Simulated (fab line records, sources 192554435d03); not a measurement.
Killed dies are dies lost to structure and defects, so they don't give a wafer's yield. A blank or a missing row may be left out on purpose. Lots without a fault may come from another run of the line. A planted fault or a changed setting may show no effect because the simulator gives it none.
A struck lot beside a sound one | flow n5_finfet | 17 steps out of a route of 1938
Sound: wafers L957.1, L957.4, L957.6. Struck: wafer L966.3. (L966.4 of the same lot was not struck and is left out.) The cause comes at the end.
At each step with rows: each side's tool, then ch and its chambers, then its first start. Under that, the readings that differ: sound wafers | struck wafers | difference of the means | sigmas: that difference in standard deviations of wafers without a fault.
alike: readings whose means differ by less than 2 such deviations, and words and numbers that are the same on both sides. not compared: withheld readings, readings that some wafer has no value for, bounds like >300 that may hide the same value, and numbers for which the record gives no deviation and whose values overlap.
The two part at a step that has a row with sigmas, a row that says differs or no value, or rows on one side only. Numbers that don't overlap but have no deviation are shown without sigmas and don't part them. A reading that every wafer of one side lacks parts them only if that side has two wafers or more.

N5_FIN_SAQP_HM_DEP_72: deposits SiO2 from SiH4/N2O, target thk 12 nm, time 7.2 s.
  sound on pecvd-04 ch 0,2, day 4 21:48; struck on pecvd-04 ch 0, day 7 03:02
  alike: heater_power_w, showerhead_plenum_p_Torr
then, 8 steps without rows for these wafers: N5_FIN_SAQP_COAT_49 (time 60 s, resist thk 100 nm); N5_FIN_SAQP_COAT_50 (time 60 s, resist thk 35 nm); N5_FIN_SAQP_COAT_10 (resist thk 90 nm); N5_FIN_SAQP_EBR_12; N5_FIN_SAQP_SOFTBAKE_11 (time 60 s); N5_FIN_SAQP_EXPOSE_13 (exposes mask FIN CORE, target cd 35.6 nm); N5_FIN_SAQP_PEB_14 (peb time 60 s); N5_FIN_SAQP_DEVELOP_15 (develop time 30 s).
N5_FIN_SAQP_CD_MEAS_16: target cd 35.6 nm.
  sound on cd_sem-03 ch 0, day 4 22:15; struck on cd_sem-03 ch 0, day 7 03:30
  alike: cd_nm
N5_FIN_SAQP_OVL_MEAS_17:
  sound on overlay-02 ch 0, day 4 22:17; struck on overlay-01 ch 0, day 7 03:32
  alike: FIN_CORE_OVL
N5_FIN_SAQP_INSPECT_18: inspects for defects (brightfield).
  sound on defect_inspect-02, day 4 22:19; struck on defect_inspect-02, day 7 03:34
  alike: raw_defect_count
N5_FIN_SAQP_DESCUM_21: chemistry O2, time 7.9 s.
  sound on rie_diel-02 ch 1,3, day 4 22:27; struck on rie_diel-05 ch 3, day 7 04:38
  reading                                       | sound            | struck | difference | sigmas
  showerhead_plenum_p_Torr (Torr)               | 2.07 2.10 2.07   | 2.24   | +0.16      | +2
  model.CAR-ArF_of_FIN_SAQP_COAT_10.thk_nm (nm) | 83.43 83.52 83.3 | 84.51  | +1.09      |
  alike: drypump_motor_current_A, oes_product_au, rf_vpp_V, throttle_valve_pct
  not compared: rf_hours_counter_h
N5_FIN_SAQP_ETCH_51: etches SiARC in CF4, target depth 45.5 nm, time 75.8 s.
  sound on rie_diel-02 ch 1,3, day 4 22:29; struck on rie_diel-05 ch 3, day 7 04:41
  reading                                       | sound             | struck | difference | sigmas
  showerhead_plenum_p_Torr (Torr)               | 2.13 2.14 2.13    | 2.28   | +0.15      | +2
  model.CAR-ArF_of_FIN_SAQP_COAT_10.thk_nm (nm) | 50.95 51.07 50.69 | 51.83  | +0.93      |
  alike: drypump_motor_current_A, etch_rf_on_time_s, oes_product_au, rf_vpp_V, throttle_valve_pct
  not compared: rf_hours_counter_h
N5_FIN_SAQP_ETCH_52: etches SOC in N2/H2, target depth 100 nm, overetch 20 nm, time 150 s.
  sound on rie_diel-02 ch 1,3, day 4 22:32; struck on rie_diel-05 ch 3, day 7 04:44
  alike: drypump_motor_current_A, h2_flow_sccm, oes_product_au, rf_vpp_V, showerhead_plenum_p_Torr, throttle_valve_pct
  not compared: rf_hours_counter_h
-- the record jumps here: 7 days lie between the struck wafers' starts before and after (it left off in module FIN_SAQP and takes up again in module BEOL_M4, whose first step shown is number 1111 of the route) --
N5_BEOL_M4_RC_MEAS_101:
  sound on prober-02 ch 0, day 11 06:02; struck on prober-02 ch 0, day 13 19:40
  alike: DIBL_N, DIBL_P, IOFF_N, IOFF_P, ION_N, ION_P, SS_N, SS_P, VT_N, VT_P
then, 1 step without rows for these wafers: N5_PASSIVATION_PROBE_49.

WHERE THEY PART
First at N5_FIN_SAQP_DESCUM_21; last, within this record, at N5_FIN_SAQP_ETCH_51. Later steps at which nothing parts them and some readings are alike: N5_FIN_SAQP_ETCH_52, N5_BEOL_M4_RC_MEAS_101.

WHY: what the simulator had put in
Process parameter drift: rie_diel-05, from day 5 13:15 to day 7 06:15, at N5_FIN_SAQP_DESCUM_21. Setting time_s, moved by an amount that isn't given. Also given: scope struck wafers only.
